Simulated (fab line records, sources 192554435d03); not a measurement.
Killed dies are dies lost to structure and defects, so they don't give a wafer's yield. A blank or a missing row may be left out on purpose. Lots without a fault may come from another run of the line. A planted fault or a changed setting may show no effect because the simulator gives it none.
Chamber matching | flow n5_finfet | N5_BEOL_M1_ETCH_70 on rie_diel-01: 4 sister chambers
The step etches SOC in N2/H2, target depth 80 nm, overetch 16 nm, time 120 s. 4 wafers are shown with their chamber, then 11 later ones without.

WAFERS WITH THEIR CHAMBER
wafer  | chamber | showerhead_plenum_p_Torr (Torr)
L088.5 | 3       | 2.48
L088.6 | 0       | 2.45
L090.2 | 2       | 2.70
L093.3 | 1       | 2.53

WAFERS WITHOUT THEIR CHAMBER
wafer  | showerhead_plenum_p_Torr (Torr)
L093.5 | 2.45
L093.6 | 2.54
L095.1 | 2.45
L095.4 | 2.53
L095.6 | 2.70
L097.1 | 2.45
L097.2 | 2.48
L097.6 | 2.53
L096.1 | 2.48
L096.3 | 2.53
L096.6 | 2.70

WHICH CHAMBER EACH WENT THROUGH
wafer  | from the rows above | in truth
L093.5 | 0                   | 0
L093.6 | 1                   | 1
L095.1 | 0                   | 0
L095.4 | 1                   | 1
L095.6 | 2                   | 2
L097.1 | 0                   | 0
L097.2 | 3                   | 3
L097.6 | 1                   | 1
L096.1 | 3                   | 3
L096.3 | 1                   | 1
L096.6 | 2                   | 2
Placed correctly: 11 of 11. Can't be placed from these rows: 0. Placed wrongly: 0.
How it was worked out, from the rows above alone: a wafer's distance from a chamber is the root of the sum, over the readings, of the square of ((its reading less the chamber's mean) divided by the reading's scatter). The wafer belongs to the nearest chamber; if the next one is less than 2 further off, it can't be placed. A chamber's mean is the mean of its shown wafers. The scatter: with one shown wafer a chamber, the root of the mean of the squares of how far each hidden wafer lies from its nearest shown one.
